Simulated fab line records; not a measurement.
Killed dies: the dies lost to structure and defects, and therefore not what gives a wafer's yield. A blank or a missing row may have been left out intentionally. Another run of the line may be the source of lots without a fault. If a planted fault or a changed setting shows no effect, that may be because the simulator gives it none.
fab line records	flow nand_harc	part 1 of 2: steps 1 to 28 of 37
record lots=5	wafers=15	last_day=31
route steps=1302 shown A_M0@1157 A_M1@1169
lots that met no fault: taken from a fault-free run of the same line
start_h: the number of hours between the record's first day and the start of the first shown wafer of the lot	wait_h: hours from the lot's prior step to this one	" same as the row above	L1.1+2: a row that stands for several wafers	- no value, or no start was given	* or withheld: withheld	< > ~ a bound
route shown NAME@n: a module of which the file shows steps, and the number in the route of the first	usual: average and standard deviation across the fault-free wafers	same: alike in all rows	chamber/n: place in a boat	sites: per-site readings	_std_site: the values' standard deviation	_edge_site: outer sites' mean less inner sites'	radius_mm: how far each site lies from the wafer's centre	mask NAME#n: copy n	behind: the last tool/chamber to shape the wafer	hold: why the lot was held/for how many hours/how that ended	device: names the non-switching transistor (n, p or np)	end of line: the same wafers' tests at the end of the route	a step given without rows: its recipe and nothing more	killed: dies lost to structure and defects at the first sort, not the wafer's yield	map: a wafer's dies, x killed, . not, _ none there
set.NAME: the setting the step ran with; set.NAME@STEP: the setting that earlier step ran with	model.NAME: the simulator's own value behind a step, which no gauge read
a table for each step, a row for each wafer; lots at some steps of the route
services: a tool's chamber out of use, with start hour (start_h, from the record's first day; less than 0 if before it), hours out, and reason
## steps
# step NHARC_A_M0_PRE_CLEAN_29
# recipe time_s=30	temp_c=280	gas=H2/He
# usual heater_power_w=413/55
lot.wafer	tool	chamber	start_h	wait_h	heater_power_w
L076.3	pvd_sputter-03	-	-	-	476
L076.2	"	-	"	"	411
L076.6	"	-	"	"	404
L081.2	pvd_sputter-01	-	-	-	348
L081.3	"	-	"	"	503
L081.5	"	-	"	"	502
L080.1	pvd_sputter-01	-	-	-	350
L080.4	"	-	"	"	347
L080.5	"	-	"	"	352
L083.4	pvd_sputter-02	-	-	-	403
L083.3	"	-	"	"	433
L083.1	"	-	"	"	417
L092.2	pvd_sputter-02	-	-	-	323
L092.3	"	-	"	"	395
L092.6	"	-	"	"	465
# step NHARC_A_M0_PVD_20
# recipe target_thk_a=50	bias_v=168.6	power_w=15000	chamber_pressure_pa=0.12	time_s=8.06	substrate_temp_c=50	material=TaN
# usual cathode_dc_power_W=15000/2.7	throttle_valve_pct=29.9/0.65
lot.wafer	tool	chamber	start_h	wait_h	cathode_dc_power_W	throttle_valve_pct
L076.3	pvd_sputter-03	-	-	-	15002	30.5
L076.2	"	-	"	"	14998	29.7
L076.6	"	-	"	"	15001	30.4
L081.3	pvd_sputter-01	-	-	-	15001	30.1
L081.2	"	-	"	"	15002	30.7
L081.5	"	-	"	"	15000	31.5
L080.4	pvd_sputter-01	-	-	-	15004	30.2
L080.1	"	-	"	"	14999	31.5
L080.5	"	-	"	"	15000	30.3
L083.3	pvd_sputter-02	-	-	-	14999	29.2
L083.1	"	-	"	"	15004	29.2
L083.4	"	-	"	"	14999	30.1
L092.3	pvd_sputter-02	-	-	-	14998	29.8
L092.2	"	-	"	"	15004	29.9
L092.6	"	-	"	"	14999	29.8
# step NHARC_A_M0_PVD_21
# recipe target_thk_a=300	chamber_pressure_pa=5	power_w=5000	substrate_temp_c=30	time_s=20.49	material=Cu
# usual cathode_dc_power_W=5000.0/0.9	throttle_valve_pct=29.8/0.65
lot.wafer	tool	chamber	start_h	wait_h	cathode_dc_power_W	throttle_valve_pct
L076.2	pvd_sputter-03	-	-	-	4998.6	29.5
L076.3	"	-	"	"	5000.5	29.6
L076.6	"	-	"	"	4999.0	30.1
L081.2	pvd_sputter-01	-	-	-	5000.3	30.7
L081.3	"	-	"	"	4998.3	30.5
L081.5	"	-	"	"	5000.3	30.5
L080.1	pvd_sputter-01	-	-	-	4999.9	30.1
L080.4	"	-	"	"	5000.2	30.6
L080.5	"	-	"	"	4999.3	30.3
L083.1	pvd_sputter-02	-	-	-	5000.2	29.7
L083.3	"	-	"	"	5001.3	29.5
L083.4	"	-	"	"	5001.5	29.1
L092.2	pvd_sputter-02	-	-	-	5001.2	29.7
L092.3	"	-	"	"	5001.0	28.9
L092.6	"	-	"	"	5000.5	29.7
# step NHARC_A_M0_ECD_22
# recipe target_thk_a=4000	bath_temp_c=25	material=Cu
lot.wafer	tool	chamber	start_h	wait_h
L076.2+3+6	ecd_cu-01	0	554.76	-
L081.2+3+5	ecd_cu-01	1,1,0	598.38	-
L080.1+4+5	ecd_cu-01	0,0,1	601.80	-
L083.1+3+4	ecd_cu-01	1,1,0	615.31	-
L092.2+3+6	ecd_cu-01	0	704.34	-
# step NHARC_A_M0_ANNEAL_30
# recipe temp_c=225	time_s=90
# usual wafer_temp_C_max=226.14/0.25
lot.wafer	tool	chamber	start_h	wait_h	wafer_temp_C_max
L076.2	rtp_anneal-01	0	555.19	-	225.67
L076.3	"	0	"	"	225.90
L076.6	"	0	"	"	226.22
L081.2	rtp_anneal-01	0	598.81	0.4	226.03
L081.3	"	0	"	"	226.36
L081.5	"	0	"	"	226.01
L080.1	rtp_anneal-01	0	602.12	-	226.02
L080.4	"	0	"	"	226.67
L080.5	"	0	"	"	225.96
L083.1	rtp_anneal-01	0	615.68	-	226.11
L083.3	"	0	"	"	226.18
L083.4	"	0	"	"	226.35
L092.2	rtp_anneal-01	0	704.77	0.4	226.01
L092.3	"	0	"	"	226.17
L092.6	"	0	"	"	225.65
# step NHARC_A_M0_CMP_23
# recipe t_overpolish_s=20	target_thk_nm=113.75
# usual motor_current_A=12.6/1.6	slurry_flow_ml_min=150.0/0.45	time_to_endpoint_s=29.6/2.1
lot.wafer	tool	chamber	start_h	wait_h	motor_current_A	slurry_flow_ml_min	time_to_endpoint_s
L076.2	cmp-02	3	555.48	-	10.9	150.5	27.4
L076.3	"	2	"	"	14.6	149.2	28.0
L076.6	"	0	"	"	14.4	150.2	29.1
L081.3	cmp-04	1	599.10	-	11.4	149.9	32.9
L081.2	"	0	"	"	13.3	150.4	29.6
L081.5	"	1	"	"	12.0	150.1	32.2
L080.1	cmp-01	2	602.47	-	13.9	149.6	30.9
L080.4	"	1	"	"	15.3	149.9	26.6
L080.5	"	2	"	"	13.1	149.5	33.0
L083.1	cmp-04	0	616.02	-	12.7	149.4	26.7
L083.3	"	2	"	"	13.3	149.8	29.5
L083.4	"	3	"	"	9.5	150.8	31.8
L092.2	cmp-04	0	705.09	-	13.3	149.9	26.8
L092.3	"	2	"	"	13.3	150.6	23.7
L092.6	"	0	"	"	12.8	150.2	27.4
# step NHARC_A_M0_THK_MEAS_24
# recipe thk_meas_gauge=xrf
# usual thk_nm=113.9/1.3
lot.wafer	tool	chamber	start_h	wait_h	thk_nm
L076.2	film_metro-01	-	555.79	-	113.2
L076.3	"	-	"	"	113.5
L076.6	"	-	"	"	115.2
L081.2	film_metro-02	-	599.43	-	111.6
L081.3	"	-	"	"	113.4
L081.5	"	-	"	"	113.4
L080.1	film_metro-01	-	602.79	-	114.9
L080.4	"	-	"	"	114.3
L080.5	"	-	"	"	113.6
L083.1	film_metro-02	-	616.34	-	114.7
L083.3	"	-	"	"	113.5
L083.4	"	-	"	"	112.3
L092.2	film_metro-02	-	705.38	-	114.2
L092.3	"	-	"	"	113.4
L092.6	"	-	"	"	112.9
# step NHARC_A_M0_SRD_25
lot.wafer	tool	chamber	start_h	wait_h
L076.6+2+3	wet_bench-10	0,1,5	555.83	0.0
L081.5+2+3	wet_bench-08	5,0,1	599.47	0.0
L080.4+1+5	wet_bench-08	6,7,2	602.83	0.0
L083.4+1+3	wet_bench-10	6,0,1	616.38	0.0
L092.3+6+2	wet_bench-08	4,5,6	705.42	0.0
# step NHARC_A_M0_INSPECT_27
# usual raw_defect_count=528/120
lot.wafer	tool	chamber	start_h	wait_h	raw_defect_count
L076.2	defect_inspect-01	-	555.95	0.0	444
L076.3	"	-	"	"	490
L076.6	"	-	"	"	450
L081.2	defect_inspect-02	-	599.59	0.0	395
L081.3	"	-	"	"	413
L081.5	"	-	"	"	440
L080.1	defect_inspect-02	-	602.96	0.0	441
L080.4	"	-	"	"	600
L080.5	"	-	"	"	421
L083.1	defect_inspect-02	-	616.49	0.0	560
L083.3	"	-	"	"	426
L083.4	"	-	"	"	674
L092.2	defect_inspect-02	-	705.53	0.0	391
L092.3	"	-	"	"	395
L092.6	"	-	"	"	606
# step NHARC_A_M0_PRE_CLEAN_31
# recipe time_s=12	temp_c=370	rf_power_w=300	gas=NH3
# usual heater_power_w=644/82
lot.wafer	tool	chamber	start_h	wait_h	heater_power_w
L076.2	pecvd-01	2	556.02	0.1	594
L076.3	"	2	"	"	586
L076.6	"	1	"	"	755
L081.3	pecvd-03	2	599.71	0.1	502
L081.2	"	0	"	"	647
L081.5	"	0	"	"	644
L080.1	pecvd-01	1	603.02	0.1	705
L080.4	"	1	"	"	707
L080.5	"	1	"	"	695
L083.1	pecvd-02	0	616.56	0.1	504
L083.3	"	2	"	"	574
L083.4	"	2	"	"	590
L092.3	pecvd-02	1	705.60	0.1	665
L092.2	"	0	"	"	593
L092.6	"	2	"	"	510
# step NHARC_A_M0_DEP_32
# recipe target_thk_a=300	temp_c=370	target_thk_nm=30	pressure_torr=3	flow_sccm=200	rf_w=450	material=SiCN
# usual chamber_pressure_Torr=2.999/0.006	heater_power_w=595/88
lot.wafer	tool	chamber	start_h	wait_h	chamber_pressure_Torr	heater_power_w
L076.2	pecvd-01	2	556.14	0.1	3.003	581
L076.3	"	2	"	"	3.003	576
L076.6	"	1	"	"	3.004	720
L081.3	pecvd-03	2	599.79	0.1	2.998	483
L081.2	"	0	"	"	3.001	603
L081.5	"	0	"	"	2.995	600
L080.1	pecvd-01	1	603.26	0.2	2.997	659
L080.4	"	1	"	"	2.999	663
L080.5	"	1	"	"	2.995	670
L083.1	pecvd-02	0	616.64	0.1	3.002	465
L083.3	"	2	"	"	3.004	515
L083.4	"	2	"	"	2.996	520
L092.3	pecvd-02	1	705.68	0.1	2.999	691
L092.2	"	0	"	"	2.997	457
L092.6	"	2	"	"	2.996	504
# step NHARC_A_M1_DEP_00
# recipe target_thk_a=1825	target_thk_nm=182.5	temp_c=withheld	pressure_torr=5	flow_sccm=200	rf_w=600	material=SiOC
# usual chamber_pressure_Torr=4.999/0.012
lot.wafer	tool	chamber	start_h	wait_h	chamber_pressure_Torr
L076.2	pecvd-02	1	556.71	0.5	5.005
L076.3	"	0	"	"	4.982
L076.6	"	1	"	"	5.002
L081.2	pecvd-03	0	-	-	4.989
L081.3	"	1	"	"	5.013
L081.5	"	2	"	"	4.978
L080.1	pecvd-01	1	604.16	0.8	4.987
L080.4	"	1	"	"	4.981
L080.5	"	1	"	"	4.991
L083.3	pecvd-03	0	617.05	-	4.964
L083.1	"	1	"	"	5.004
L083.4	"	2	"	"	4.989
L092.2	pecvd-02	0	-	-	4.990
L092.3	"	2	"	"	4.988
L092.6	"	0	"	"	4.992
# step NHARC_A_M1_DEHYDRATE_01
# recipe temp_c=150	time_s=120
lot.wafer	tool	chamber	start_h	wait_h
L076.2+3+6	litho_track-06	0	557.11	-
L081.2+3+5	litho_track-01	0	600.59	-
L080.1+4+5	litho_track-06	0	605.11	0.8
L083.1+3+4	litho_track-06	0	617.45	-
L092.2+3+6	litho_track-01	0	706.47	-
# step NHARC_A_M1_HMDS_02
# recipe time_s=30
lot.wafer	tool	chamber	start_h	wait_h
L076.2+3+6	litho_track-06	0	-	-
L081.2+3+5	litho_track-01	0	-	-
L080.1+4+5	litho_track-06	0	-	-
L083.1+3+4	litho_track-06	0	-	-
L092.2+3+6	litho_track-01	0	-	-
# step NHARC_A_M1_COAT_34
# recipe temp_c=200	time_s=65
lot.wafer	tool	chamber	start_h	wait_h
L076.2+3+6	litho_track-06	0	-	-
L081.2+3+5	litho_track-01	0	-	-
L080.1+4+5	litho_track-06	0	-	-
L083.1+3+4	litho_track-06	0	-	-
L092.2+3+6	litho_track-01	0	-	-
# step NHARC_A_M1_COAT_03
# recipe spin_rpm=1500	resist_thk_nm=90
lot.wafer	tool	chamber	start_h	wait_h
L076.2+3+6	litho_track-06	0	-	-
L081.2+3+5	litho_track-01	0	-	-
L080.1+4+5	litho_track-06	0	-	-
L083.1+3+4	litho_track-06	0	-	-
L092.2+3+6	litho_track-01	0	-	-
# step NHARC_A_M1_SOFTBAKE_04
# recipe temp_c=105	time_s=55
lot.wafer	tool	chamber	start_h	wait_h
L076.2+3+6	litho_track-06	0	-	-
L081.2+3+5	litho_track-01	0	-	-
L080.1+4+5	litho_track-06	0	-	-
L083.1+3+4	litho_track-06	0	-	-
L092.2+3+6	litho_track-01	0	-	-
# step NHARC_A_M1_EBR_05
lot.wafer	tool	chamber	start_h	wait_h
L076.2+3+6	litho_track-06	0	-	-
L081.2+3+5	litho_track-01	0	-	-
L080.1+4+5	litho_track-06	0	-	-
L083.1+3+4	litho_track-06	0	-	-
L092.2+3+6	litho_track-01	0	-	-
# step NHARC_A_M1_EXPOSE_06
# recipe na=1.35	target_cd_nm=120	dose_mj=75.13	mask_id=A_M1
# usual stage_vel_mm_s=499.98/0.26
lot.wafer	tool	chamber	start_h	wait_h	mask	stage_vel_mm_s
L076.2	arfi_scanner-01	0	557.40	-	A_M1#0	500.02
L076.3	"	0	"	"	A_M1#0	500.30
L076.6	"	0	"	"	A_M1#0	500.01
L081.2	arfi_scanner-01	0	600.76	-	A_M1#0	499.44
L081.3	"	0	"	"	A_M1#0	499.77
L081.5	"	0	"	"	A_M1#0	500.17
L080.1	arfi_scanner-01	0	605.40	-	A_M1#0	499.97
L080.4	"	0	"	"	A_M1#0	500.01
L080.5	"	0	"	"	A_M1#0	500.48
L083.1	arfi_scanner-01	0	617.62	-	A_M1#0	499.55
L083.3	"	0	"	"	A_M1#0	499.91
L083.4	"	0	"	"	A_M1#0	500.06
L092.2	arfi_scanner-03	0	706.64	-	A_M1#0	499.58
L092.3	"	0	"	"	A_M1#0	499.90
L092.6	"	0	"	"	A_M1#0	500.13
# step NHARC_A_M1_PEB_07
# recipe peb_temp_c=100	peb_time_s=65
lot.wafer	tool	chamber	start_h	wait_h
L076.2+3+6	litho_track-06	0	557.46	0.1
L081.2+3+5	litho_track-04	0	600.81	0.1
L080.1+4+5	litho_track-04	0	605.46	0.1
L083.1+3+4	litho_track-06	0	617.68	0.1
L092.2+3+6	litho_track-01	0	706.70	0.1
# step NHARC_A_M1_DEVELOP_08
# recipe develop_time_s=35	dev_temp_c=23
# usual developer_temp_C=23.02/0.093
lot.wafer	tool	chamber	start_h	wait_h	developer_temp_C
L076.2	litho_track-06	0	-	-	23.14
L076.3	"	0	"	"	23.08
L076.6	"	0	"	"	23.08
L081.2	litho_track-04	0	-	-	22.93
L081.3	"	0	"	"	23.08
L081.5	"	0	"	"	23.01
L080.1	litho_track-04	0	-	-	23.12
L080.4	"	0	"	"	23.16
L080.5	"	0	"	"	22.87
L083.1	litho_track-06	0	-	-	23.01
L083.3	"	0	"	"	22.91
L083.4	"	0	"	"	23.02
L092.2	litho_track-01	0	-	-	22.94
L092.3	"	0	"	"	22.94
L092.6	"	0	"	"	22.90
# step NHARC_A_M1_CD_MEAS_09
# recipe target_cd_nm=120	landing_energy_ev=500
# usual cd_nm=119.9/0.68
lot.wafer	tool	chamber	start_h	wait_h	cd_nm
L076.2	cd_sem-02	0	557.54	-	120.3
L076.3	"	0	"	"	120.7
L076.6	"	0	"	"	120.2
L081.2	cd_sem-01	0	600.90	-	119.9
L081.3	"	0	"	"	119.2
L081.5	"	0	"	"	119.6
L080.1	cd_sem-01	0	605.54	-	119.4
L080.4	"	0	"	"	119.4
L080.5	"	0	"	"	118.7
L083.1	cd_sem-01	0	617.76	-	118.6
L083.3	"	0	"	"	120.3
L083.4	"	0	"	"	119.9
L092.2	cd_sem-02	0	706.78	-	119.4
L092.3	"	0	"	"	120.1
L092.6	"	0	"	"	119.0
# step NHARC_A_M1_OVL_MEAS_10
# recipe pitch_nm=240
# usual overlay_x_nm=-0.2/0.79	overlay_y_nm=0.2/0.81
lot.wafer	tool	chamber	start_h	wait_h	overlay_x_nm	overlay_y_nm
L076.2	overlay-01	-	557.63	-	1.1	2.1
L076.3	"	-	"	"	0.2	1.7
L076.6	"	-	"	"	0.8	1.9
L081.2	overlay-02	-	600.99	-	-1.7	0.2
L081.3	"	-	"	"	-1.5	0.1
L081.5	"	-	"	"	-1.4	0.2
L080.1	overlay-01	-	605.63	-	0.6	-0.9
L080.4	"	-	"	"	1.3	-1.3
L080.5	"	-	"	"	0.4	-0.9
L083.1	overlay-02	-	617.85	-	-0.3	0.1
L083.3	"	-	"	"	0.0	0.2
L083.4	"	-	"	"	-0.2	-0.3
L092.2	overlay-02	-	706.86	-	0.7	-0.1
L092.3	"	-	"	"	0.1	-0.2
L092.6	"	-	"	"	0.8	-0.4
# step NHARC_A_M1_INSPECT_11
# usual raw_defect_count=81/37
lot.wafer	tool	chamber	start_h	wait_h	raw_defect_count
L076.2	defect_inspect-02	-	557.66	0.0	70
L076.3	"	-	"	"	80
L076.6	"	-	"	"	66
L081.2	defect_inspect-02	-	601.02	0.0	69
L081.3	"	-	"	"	82
L081.5	"	-	"	"	83
L080.1	defect_inspect-02	-	605.66	0.0	62
L080.4	"	-	"	"	70
L080.5	"	-	"	"	68
L083.1	defect_inspect-02	-	617.88	0.0	31
L083.3	"	-	"	"	38
L083.4	"	-	"	"	53
L092.2	defect_inspect-02	-	706.90	0.0	123
L092.3	"	-	"	"	122
L092.6	"	-	"	"	127
# step NHARC_A_M1_DESCUM_14
# recipe time_s=3	o2_flow_sccm=200	ar_flow_sccm=0	bias_power_w=0	chemistry=O2
# usual drypump_motor_current_A=5.6/0.51	oes_product_au=1.003/0.012	rf_vpp_V=57.9/0.9	showerhead_plenum_p_Torr=1.92/0.083	throttle_valve_pct=11.310/0.01
lot.wafer	tool	chamber	start_h	wait_h	drypump_motor_current_A	oes_product_au	rf_hours_counter_h	rf_vpp_V	showerhead_plenum_p_Torr	throttle_valve_pct
L076.2	rie_diel-01	2	557.74	0.1	6.3	0.988	3.7	59.7	2.00	11.293
L076.3	"	3	"	"	5.3	0.978	4.1	57.9	1.82	11.292
L076.6	"	1	"	"	5.4	0.991	-	58.2	2.06	11.302
L081.2	rie_diel-01	3	601.09	0.1	5.3	1.005	1.2	58.8	1.82	11.302
L081.3	"	1	"	"	5.4	0.990	0.9	59.3	2.06	11.305
L081.5	"	2	"	"	6.3	1.010	-	57.8	2.00	11.307
L080.1	rie_diel-10	0	605.74	0.1	5.8	0.998	0	59.3	1.87	11.307
L080.4	"	3	"	"	5.1	1.020	-	57.1	1.94	11.299
L080.5	"	0	"	"	5.8	1.002	-	58.3	1.87	11.296
L083.1	rie_diel-01	3	617.94	0.1	5.3	0.996	2.1	56.6	1.82	11.312
L083.4	"	0	"	"	5.1	0.997	2.0	57.6	1.89	11.329
L083.3	"	2	"	"	6.3	1.006	1.9	58.4	2.00	11.299
L092.2	rie_diel-01	1	706.97	0.1	5.4	0.991	4.5	58.1	2.05	11.295
L092.3	"	2	"	"	6.3	1.009	4.7	58.8	2.00	11.333
L092.6	"	1	"	"	5.4	0.986	-	59.4	2.05	11.320
# step NHARC_A_M1_ETCH_35
# recipe target_depth_a=400	overetch_a=120	time_s=43.94	ion_energy_ev=200	n2_flow_sccm=150	h2_flow_sccm=150	ar_flow_sccm=0	rf_w=400	bias_w=150	chemistry=N2/H2
# usual drypump_motor_current_A=5.6/0.51	oes_product_au=1.005/0.012	rf_vpp_V=430.8/2.6	showerhead_plenum_p_Torr=2.05/0.091	throttle_valve_pct=14.170/0.0098
lot.wafer	tool	chamber	start_h	wait_h	drypump_motor_current_A	oes_product_au	rf_hours_counter_h	rf_vpp_V	showerhead_plenum_p_Torr	throttle_valve_pct
L076.2	rie_diel-05	1	557.81	0.1	5.3	1.006	7.9	429.3	1.99	14.181
L076.3	"	0	"	"	6.5	1.014	9.0	434.8	2.14	14.174
L076.6	"	1	"	"	5.3	1.019	-	429.2	1.99	14.165
L081.2	rie_diel-01	2	601.17	0.1	6.3	1.000	0.9	433.8	2.14	14.147
L081.3	"	3	"	"	5.3	0.999	1.2	426.3	1.94	14.178
L081.5	"	2	"	"	6.3	1.009	-	434.3	2.14	14.182
L080.1	rie_diel-10	2	605.84	0.1	4.9	1.013	0.0	431.7	2.16	14.170
L080.4	"	3	"	"	5.1	1.015	-	430.6	2.07	14.181
L080.5	"	2	"	"	4.9	1.021	-	433.5	2.16	14.176
L083.3	rie_diel-01	2	618.03	0.1	6.2	1.027	1.9	433.0	2.14	14.177
L083.1	"	0	"	"	5.1	0.990	2.0	429.8	2.02	14.171
L083.4	"	1	"	"	5.4	0.997	1.8	433.4	2.20	14.163
L092.2	rie_diel-01	0	707.07	0.1	5.1	0.997	4.9	430.3	2.02	14.172
L092.3	"	1	"	"	5.4	0.985	4.5	435.3	2.19	14.166
L092.6	"	0	"	"	5.1	0.992	-	430.3	2.02	14.151
# step NHARC_A_M1_ETCH_15
# recipe target_depth_a=1825	time_s=91.2	c4f8_flow_sccm=withheld	ar_flow_sccm=400	rf_w=600	bias_w=300	chemistry=C4F8/Ar
# usual oes_product_au=0.956/0.022	rf_vpp_V=441.2/2.6
lot.wafer	tool	chamber	start_h	wait_h	oes_product_au	rf_hours_counter_h	rf_vpp_V
L076.3	rie_diel-10	3	557.92	-	0.982	5.9	441.8
L076.2	"	1	"	"	0.927	7.9	441.0
L076.6	"	0	"	"	0.912	-	440.1
L081.2	rie_diel-01	3	-	-	0.952	1.2	437.7
L081.3	"	0	"	"	0.966	1.3	440.3
L081.5	"	3	"	"	0.944	-	437.5
L080.1	rie_diel-10	0	-	-	0.953	0.0	438.2
L080.5	"	3	"	"	0.975	-	441.8
L080.4	"	2	"	"	0.968	-	445.4
L083.4	rie_diel-01	2	-	-	0.930	1.9	445.0
L083.1	"	3	"	"	0.914	2.2	438.7
L083.3	"	0	"	"	0.913	2.1	441.1
L092.3	rie_diel-01	2	-	-	0.931	4.7	441.6
L092.2	"	0	"	"	0.909	4.9	438.4
L092.6	"	0	"	"	0.912	-	438.4
# step NHARC_A_M1_CD_MEAS_16
# usual cd_nm=119.7/0.93
lot.wafer	tool	chamber	start_h	wait_h	cd_nm
L076.2	cd_sem-03	-	558.06	-	120.0
L076.3	"	-	"	"	119.7
L076.6	"	-	"	"	118.7
L081.2	cd_sem-02	-	601.39	-	119.3
L081.3	"	-	"	"	119.4
L081.5	"	-	"	"	120.9
L080.1	cd_sem-01	-	606.07	-	119.9
L080.4	"	-	"	"	118.9
L080.5	"	-	"	"	118.9
L083.1	cd_sem-01	-	618.25	-	118.2
L083.3	"	-	"	"	119.9
L083.4	"	-	"	"	120.2
L092.2	cd_sem-01	-	707.31	-	118.3
L092.3	"	-	"	"	120.7
L092.6	"	-	"	"	117.8
